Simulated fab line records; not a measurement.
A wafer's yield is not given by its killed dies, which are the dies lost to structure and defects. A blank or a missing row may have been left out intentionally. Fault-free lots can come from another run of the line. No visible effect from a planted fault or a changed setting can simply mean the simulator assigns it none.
Which tool was responsible? | flow n5-finfet | Sampling: 24 lots, 72 wafers, 6 of 1938 route steps

== WHAT THE GAUGES READ, wafer by wafer ==
N5_BEOL_M2_CD_MEAS_28: target cd 26.2 nm, target cd y 24.1 nm.
lot  | measured     | on        | cd-nm (nm)
L074 | day 7 03:42  | cd-sem-01 | 26.34 26.09 25.89
L075 | day 7 10:31  | cd-sem-01 | 26.11 26.76 26.31
L077 | day 7 14:08  | cd-sem-03 | 26.26 26.10 26.15
L078 | day 7 15:25  | cd-sem-01 | 26.43 26.26 26.47
L076 | day 7 17:22  | cd-sem-02 | 26.18 26.22 26.33
L079 | day 7 21:08  | cd-sem-03 | 25.56 25.69 26.09
L080 | day 7 22:07  | cd-sem-03 | 26.26 26.39 26.19
L081 | day 8 14:43  | cd-sem-03 | 26.28 26.29 25.83
L083 | day 8 22:20  | cd-sem-03 | 26.28 26.29 26.22
L082 | day 9 01:43  | cd-sem-02 | 26.02 26.20 26.05
L084 | day 9 06:04  | cd-sem-02 | 25.87 26.39 26.66
L085 | day 9 10:32  | cd-sem-01 | 26.01 26.19 26.42
L086 | day 9 16:29  | cd-sem-02 | 25.86 25.98 26.47
L087 | day 9 23:49  | cd-sem-03 | 26.03 25.91 25.77
L089 | day 10 16:02 | cd-sem-02 | 26.23 26.55 26.19
L088 | day 10 16:13 | cd-sem-03 | 26.06 26.31 26.37
L090 | day 10 21:17 | cd-sem-02 | 26.23 26.35 26.24
L092 | day 11 01:20 | cd-sem-01 | 26.13 25.89 26.14
L091 | day 11 10:01 | cd-sem-03 | 25.99 26.46 26.30
L093 | day 11 13:13 | cd-sem-03 | 26.27 26.48 26.08
L094 | day 11 16:07 | cd-sem-03 | 26.15 26.23 26.00
L095 | day 11 18:12 | cd-sem-03 | 26.04 26.47 26.54
L096 | day 11 22:48 | cd-sem-03 | 25.72 26.01 25.54
L097 | day 13 02:19 | cd-sem-02 | 26.47 26.35 26.18

N5_BEOL_M2_OVL_MEAS_29.
lot  | measured     | on         | V1_OVL (nm)
L074 | day 7 03:44  | overlay-02 | -0.2 -0.1 -1.0
L075 | day 7 10:32  | overlay-02 | 1.1 1.3 0.4
L077 | day 7 14:10  | overlay-02 | 0.1 -0.4 -1.3
L078 | day 7 15:27  | overlay-02 | -0.3 -0.3 -0.3
L076 | day 7 17:23  | overlay-02 | -0.6 -0.6 0.3
L079 | day 7 21:11  | overlay-02 | -0.2 -0.5 -0.3
L080 | day 7 22:08  | overlay-02 | 0.7 -0.4 -1.5
L081 | day 8 14:45  | overlay-01 | 1.5 0.1 -0.7
L083 | day 8 22:23  | overlay-02 | -0.5 -0.9 -0.5
L082 | day 9 01:45  | overlay-02 | -0.3 -1.0 -0.1
L084 | day 9 06:05  | overlay-02 | -0.2 0.5 -0.8
L085 | day 9 10:34  | overlay-01 | 0.4 -0.3 -0.1
L086 | day 9 16:31  | overlay-02 | -0.2 -0.1 -0.9
L087 | day 9 23:52  | overlay-02 | -0.4 -0.7 -0.7
L089 | day 10 16:05 | overlay-02 | 0.0 -0.6 0.1
L088 | day 10 16:15 | overlay-02 | 0.4 1.1 -0.3
L090 | day 10 21:19 | overlay-02 | -0.2 0.2 0.0
L092 | day 11 01:22 | overlay-01 | 0.7 -0.1 0.0
L091 | day 11 10:02 | overlay-01 | -1.5 -1.0 -0.8
L093 | day 11 13:16 | overlay-01 | 0.1 -1.2 -0.2
L094 | day 11 16:08 | overlay-02 | 0.8 0.2 0.6
L095 | day 11 18:14 | overlay-02 | 0.6 -0.5 -0.4
L096 | day 11 22:50 | overlay-02 | -0.7 -0.6 -0.7
L097 | day 13 02:20 | overlay-01 | 0.2 1.2 1.5

N5_BEOL_M3_CD_MEAS_18: pitch 36 nm, target cd 18 nm.
lot  | measured     | on        | cd-nm (nm)
L074 | day 7 17:52  | cd-sem-01 | 18.21 18.02 17.67
L075 | day 7 21:05  | cd-sem-01 | 18.00 17.70 18.26
L077 | day 8 01:07  | cd-sem-01 | 18.10 17.73 18.03
L078 | day 8 07:19  | cd-sem-03 | 17.80 17.87 18.04
L076 | day 8 02:19  | cd-sem-02 | 18.15 17.97 18.11
L079 | day 8 08:26  | cd-sem-02 | 17.67 17.57 18.11
L080 | day 8 11:15  | cd-sem-02 | 17.76 18.01 17.95
L081 | day 9 01:26  | cd-sem-03 | 18.46 17.86 17.72
L083 | day 9 08:20  | cd-sem-01 | 17.65 17.57 17.71
L082 | day 9 16:01  | cd-sem-03 | 18.11 17.77 17.64
L084 | day 10 13:50 | cd-sem-02 | 17.64 17.75 18.32
L085 | day 10 15:52 | cd-sem-01 | 18.00 17.80 17.78
L086 | day 10 16:56 | cd-sem-02 | 17.80 17.92 17.78
L087 | day 11 00:38 | cd-sem-02 | 17.90 18.64 18.44
L089 | day 11 01:32 | cd-sem-01 | 17.34 17.89 17.93
L088 | day 11 04:22 | cd-sem-01 | 18.32 17.93 17.98
L090 | day 11 04:34 | cd-sem-01 | 18.03 18.13 18.64
L092 | day 11 18:20 | cd-sem-03 | 17.93 18.10 17.89
L091 | day 11 22:31 | cd-sem-02 | 17.89 18.17 18.27
L093 | day 12 02:27 | cd-sem-01 | 17.57 17.83 17.76
L094 | day 12 04:54 | cd-sem-01 | 18.58 17.96 18.11
L095 | day 12 11:52 | cd-sem-03 | 18.07 17.87 18.30
L096 | day 12 20:34 | cd-sem-02 | 18.04 17.97 18.44
L097 | day 13 17:08 | cd-sem-03 | 18.30 17.95 17.69

== TOOL THAT RAN EACH LOT (tool first, then ch and the chambers of the sampled wafers, then the start) ==
lot  | N5_BEOL_M2_ETCH_63                 | N5_BEOL_M2_ETCH_64                 | N5_BEOL_M2_DEP_57
L074 | rie-diel-01 ch 0,1,3, day 7 02:55  | rie-diel-01 ch 0,1,3, day 7 02:56  | pecvd-03 ch 0,1,2, day 7 15:45
L075 | rie-diel-04 ch 0,2,3, day 7 09:41  | rie-diel-04 ch 0,2,3, day 7 09:42  | pecvd-03 ch 0,1,2, day 7 18:52
L077 | rie-diel-03 ch 0,2,3, day 7 13:10  | rie-diel-03 ch 0,2,3, day 7 13:12  | pecvd-04 ch 1,2, day 7 22:23
L078 | rie-diel-03 ch 0,3, day 7 14:34    | rie-diel-03 ch 0,3, day 7 14:35    | pecvd-03 ch 0,1, day 8 04:37
L076 | rie-diel-01 ch 0,1,3, day 7 16:22  | rie-diel-01 ch 0,1,3, day 7 16:23  | pecvd-01 ch 1,2, day 8 00:38
L079 | rie-diel-03 ch 1,2,3, day 7 20:19  | rie-diel-03 ch 1,2,3, day 7 20:20  | pecvd-01 ch 0,1,2, day 8 06:28
L080 | rie-diel-04 ch 0,2, day 7 21:25    | rie-diel-04 ch 0,2, day 7 21:26    | pecvd-01 ch 0,1,2, day 8 09:47
L081 | rie-diel-01 ch 0,2,3, day 8 14:01  | rie-diel-01 ch 0,2,3, day 8 14:02  | pecvd-03 ch 1,2, day 8 21:24
L083 | rie-diel-03 ch 1,2,3, day 8 21:29  | rie-diel-03 ch 1,2,3, day 8 21:31  | pecvd-04 ch 0,1,2, day 9 05:40
L082 | rie-diel-01 ch 0,2, day 9 01:01    | rie-diel-01 ch 0,2, day 9 01:03    | pecvd-03 ch 0,1,2, day 9 10:20
L084 | rie-diel-03 ch 0,1,3, day 9 05:22  | rie-diel-03 ch 0,1,3, day 9 05:23  | pecvd-03 ch 0,1, day 10 10:29
L085 | rie-diel-01 ch 1,2, day 9 09:43    | rie-diel-01 ch 1,2, day 9 09:44    | pecvd-01 ch 0,2, day 10 14:07
L086 | rie-diel-04 ch 0,2,3, day 9 15:35  | rie-diel-04 ch 0,2,3, day 9 15:37  | pecvd-04 ch 2, day 10 15:22
L087 | rie-diel-03 ch 1,3, day 9 22:59    | rie-diel-03 ch 1,3, day 9 23:01    | pecvd-04 ch 0,1, day 10 20:25
L089 | rie-diel-01 ch 0,1,3, day 10 15:20 | rie-diel-01 ch 0,1,3, day 10 15:22 | pecvd-04 ch 0,1, day 10 23:56
L088 | rie-diel-03 ch 0,2, day 10 15:31   | rie-diel-03 ch 0,2, day 10 15:32   | pecvd-01 ch 0,1,2, day 11 03:01
L090 | rie-diel-03 ch 1,2,3, day 10 20:27 | rie-diel-03 ch 1,2,3, day 10 20:29 | pecvd-04 ch 0,1,2, day 11 03:20
L092 | rie-diel-01 ch 1,2,3, day 11 00:24 | rie-diel-01 ch 1,2,3, day 11 00:26 | pecvd-01 ch 0,1,2, day 11 17:00
L091 | rie-diel-01 ch 0,3, day 11 09:16   | rie-diel-01 ch 0,3, day 11 09:17   | pecvd-01 ch 0,1,2, day 11 20:39
L093 | rie-diel-01 ch 0,2,3, day 11 12:26 | rie-diel-01 ch 0,2,3, day 11 12:28 | pecvd-04 ch 0,2, day 11 22:26
L094 | rie-diel-04 ch 1,3, day 11 15:19   | rie-diel-04 ch 1,3, day 11 15:21   | pecvd-04 ch 0,1,2, day 12 02:44
L095 | rie-diel-04 ch 1,3, day 11 17:28   | rie-diel-04 ch 1,3, day 11 17:29   | pecvd-01 ch 1,2, day 12 10:01
L096 | rie-diel-03 ch 2,3, day 11 22:06   | rie-diel-03 ch 2,3, day 11 22:08   | pecvd-01 ch 0,1, day 12 18:58
L097 | rie-diel-01 ch 1,2, day 13 01:37   | rie-diel-01 ch 1,2, day 13 01:38   | pecvd-01 ch 0,1,2, day 13 15:50
- N5_BEOL_M2_ETCH_63: etches SiARC in CF4, target depth 15.6 nm, time 26 s.
- N5_BEOL_M2_ETCH_64: etches SOC in N2/H2, target depth 75 nm, overetch 22.5 nm, time 121.9 s.
- N5_BEOL_M2_DEP_57: deposits SiCN from 3MS/NH3, target thk 8 nm, time 14 s.

== WHAT THE TOOLS THEMSELVES READ (means of the sampled wafers that have a number; where no wafer has one, the mark that the record gives instead) ==
N5_BEOL_M2_ETCH_63.
lot  | tool        | bias-w (W) | drypump-motor-current-A (A) | etch-rf-on-time-s (s) | oes-product-au (a.u.) | rf-vpp-V (V) | showerhead-plenum-p-Torr (Torr) | throttle-valve-pct (%)
L074 | rie-diel-01 | 35.97      | 5.9                         | 25.8                  | 0.66                  | 182.9        | 2.09                            | 15.57
L075 | rie-diel-04 | 36.02      | 5.6                         | 26.2                  | 0.70                  | 184.4        | 2.20                            | 15.63
L077 | rie-diel-03 | 35.99      | 5.5                         | 25.9                  | 0.64                  | 184.1        | 2.13                            | 15.88
L078 | rie-diel-03 | 35.85      | 5.6                         | 26.1                  | 0.63                  | 184.0        | 2.07                            | 15.86
L076 | rie-diel-01 | 36.01      | 5.9                         | 25.9                  | 0.66                  | 183.8        | 2.08                            | 15.56
L079 | rie-diel-03 | 35.93      | 5.9                         | 25.5                  | 0.71                  | 183.7        | 2.13                            | 15.64
L080 | rie-diel-04 | 36.13      | 5.6                         | 25.9                  | 0.67                  | 184.5        | 2.18                            | 15.77
L081 | rie-diel-01 | 36.01      | 6.0                         | 26.1                  | 0.66                  | 183.7        | 2.09                            | 15.53
L083 | rie-diel-03 | 36.02      | 5.9                         | 25.5                  | 0.70                  | 183.5        | 2.13                            | 15.65
L082 | rie-diel-01 | 36.14      | 6.1                         | 26.9                  | 0.62                  | 183.4        | 2.10                            | 15.46
L084 | rie-diel-03 | 35.95      | 5.8                         | 25.6                  | 0.75                  | 183.3        | 2.09                            | 15.48
L085 | rie-diel-01 | 36.01      | 6.0                         | 26.2                  | 0.58                  | 183.2        | 2.11                            | 15.69
L086 | rie-diel-04 | 36.03      | 5.6                         | 26.3                  | 0.69                  | 184.5        | 2.19                            | 15.68
L087 | rie-diel-03 | 36.00      | 6.2                         | 25.7                  | 0.74                  | 184.0        | 2.09                            | 15.43
L089 | rie-diel-01 | 35.99      | 5.9                         | 25.9                  | 0.64                  | 183.2        | 2.08                            | 15.62
L088 | rie-diel-03 | 36.03      | 5.4                         | 25.9                  | 0.68                  | 184.2        | 2.18                            | 15.80
L090 | rie-diel-03 | 35.98      | 5.9                         | 25.9                  | 0.68                  | 182.7        | 2.12                            | 15.68
L092 | rie-diel-01 | 36.00      | 5.9                         | 26.0                  | 0.60                  | 183.1        | 2.10                            | 15.72
L091 | rie-diel-01 | 36.02      | 5.9                         | 25.6                  | 0.67                  | 183.4        | 2.06                            | 15.49
L093 | rie-diel-01 | 35.97      | 6.0                         | 25.6                  | 0.64                  | 183.3        | 2.08                            | 15.59
L094 | rie-diel-04 | 35.93      | 5.9                         | 26.4                  | 0.69                  | 185.1        | 2.26                            | 15.65
L095 | rie-diel-04 | 36.06      | 5.9                         | 26.2                  | 0.71                  | 185.2        | 2.27                            | 15.60
L096 | rie-diel-03 | 35.96      | 5.8                         | 25.8                  | 0.63                  | 183.8        | 2.11                            | 15.93
L097 | rie-diel-01 | 36.03      | 6.1                         | 26.4                  | 0.65                  | 182.7        | 2.11                            | 15.51

N5_BEOL_M2_ETCH_64.
lot  | tool        | bias-w (W) | drypump-motor-current-A (A) | oes-product-au (a.u.) | rf-vpp-V (V) | showerhead-plenum-p-Torr (Torr) | throttle-valve-pct (%)
L074 | rie-diel-01 | 150.0      | 5.9                         | 0.59                  | 522.2        | 2.48                            | 17.79
L075 | rie-diel-04 | 149.8      | 5.6                         | 0.63                  | 524.8        | 2.60                            | 17.78
L077 | rie-diel-03 | 149.7      | 5.5                         | 0.56                  | 523.9        | 2.53                            | 18.11
L078 | rie-diel-03 | 149.6      | 5.6                         | 0.56                  | 521.2        | 2.46                            | 18.12
L076 | rie-diel-01 | 149.6      | 5.9                         | 0.58                  | 522.1        | 2.48                            | 17.80
L079 | rie-diel-03 | 150.1      | 6.0                         | 0.63                  | 524.1        | 2.53                            | 17.87
L080 | rie-diel-04 | 149.9      | 5.6                         | 0.60                  | 525.2        | 2.58                            | 17.91
L081 | rie-diel-01 | 149.8      | 6.0                         | 0.58                  | 522.0        | 2.48                            | 17.77
L083 | rie-diel-03 | 150.3      | 5.9                         | 0.62                  | 523.9        | 2.53                            | 17.88
L082 | rie-diel-01 | 149.8      | 6.2                         | 0.57                  | 522.7        | 2.50                            | 17.72
L084 | rie-diel-03 | 149.8      | 5.8                         | 0.66                  | 521.8        | 2.48                            | 17.75
L085 | rie-diel-01 | 150.6      | 6.0                         | 0.53                  | 522.8        | 2.51                            | 17.84
L086 | rie-diel-04 | 150.1      | 5.6                         | 0.61                  | 526.2        | 2.59                            | 17.80
L087 | rie-diel-03 | 149.9      | 6.2                         | 0.66                  | 522.1        | 2.48                            | 17.66
L089 | rie-diel-01 | 149.8      | 5.9                         | 0.56                  | 522.0        | 2.47                            | 17.84
L088 | rie-diel-03 | 149.7      | 5.4                         | 0.61                  | 524.5        | 2.60                            | 17.98
L090 | rie-diel-03 | 149.9      | 5.9                         | 0.61                  | 522.7        | 2.52                            | 17.90
L092 | rie-diel-01 | 150.0      | 6.0                         | 0.54                  | 522.7        | 2.49                            | 17.91
L091 | rie-diel-01 | 149.8      | 6.0                         | 0.60                  | 521.0        | 2.44                            | 17.76
L093 | rie-diel-01 | 149.9      | 6.0                         | 0.56                  | 522.1        | 2.46                            | 17.83
L094 | rie-diel-04 | 149.7      | 5.8                         | 0.62                  | 527.6        | 2.69                            | 17.83
L095 | rie-diel-04 | 149.6      | 6.0                         | 0.62                  | 527.7        | 2.69                            | 17.84
L096 | rie-diel-03 | 150.2      | 5.8                         | 0.56                  | 523.1        | 2.49                            | 18.15
L097 | rie-diel-01 | 149.6      | 6.1                         | 0.58                  | 521.9        | 2.50                            | 17.73

N5_BEOL_M2_DEP_57.
lot  | tool     | showerhead-plenum-p-Torr (Torr) | throttle-valve-pct (%)
L074 | pecvd-03 | 3.670                           | 9.3
L075 | pecvd-03 | 3.671                           | 9.4
L077 | pecvd-04 | 3.660                           | 8.8
L078 | pecvd-03 | 3.679                           | 9.4
L076 | pecvd-01 | 3.674                           | 9.2
L079 | pecvd-01 | 3.665                           | 8.9
L080 | pecvd-01 | 3.660                           | 9.0
L081 | pecvd-03 | 3.674                           | 9.7
L083 | pecvd-04 | 3.659                           | 9.2
L082 | pecvd-03 | 3.669                           | 9.3
L084 | pecvd-03 | 3.675                           | 9.4
L085 | pecvd-01 | 3.660                           | 8.8
L086 | pecvd-04 | 3.654                           | 8.6
L087 | pecvd-04 | 3.665                           | 9.7
L089 | pecvd-04 | 3.673                           | 9.2
L088 | pecvd-01 | 3.665                           | 8.9
L090 | pecvd-04 | 3.661                           | 9.3
L092 | pecvd-01 | 3.668                           | 8.9
L091 | pecvd-01 | 3.666                           | 8.9
L093 | pecvd-04 | 3.658                           | 9.9
L094 | pecvd-04 | 3.663                           | 9.1
L095 | pecvd-01 | 3.671                           | 9.0
L096 | pecvd-01 | 3.668                           | 8.9
L097 | pecvd-01 | 3.668                           | 9.1

== THE ANSWER, worked out from the rows above alone ==
Rule: usual is defined by the lots themselves. Put in order of their means at a reading, lots are off if they are a third of the lots or fewer, leave a main group of 4 or more, and stand apart from it by a gap of 3 or more times the standard deviation of the main group's means; of several such gaps the widest counts. Not used: any main group whose means are identical at the precision the tables above print for the reading. Also off: a lot with no number at a reading for which 4 or more lots have one. All remaining lots with rows at the step are treated as sound. The gauges are gone through in route order, then the tools' own readings, and for those a lot's mean is taken as printed above. The first step at which some lot is off is used, and at that step the reading that is off furthest; a lot without a number counts as furthest.
Across all readings shown, no lot is off: no conclusion can be drawn from this.

== WHAT THE SIMULATOR HAD PUT IN ==
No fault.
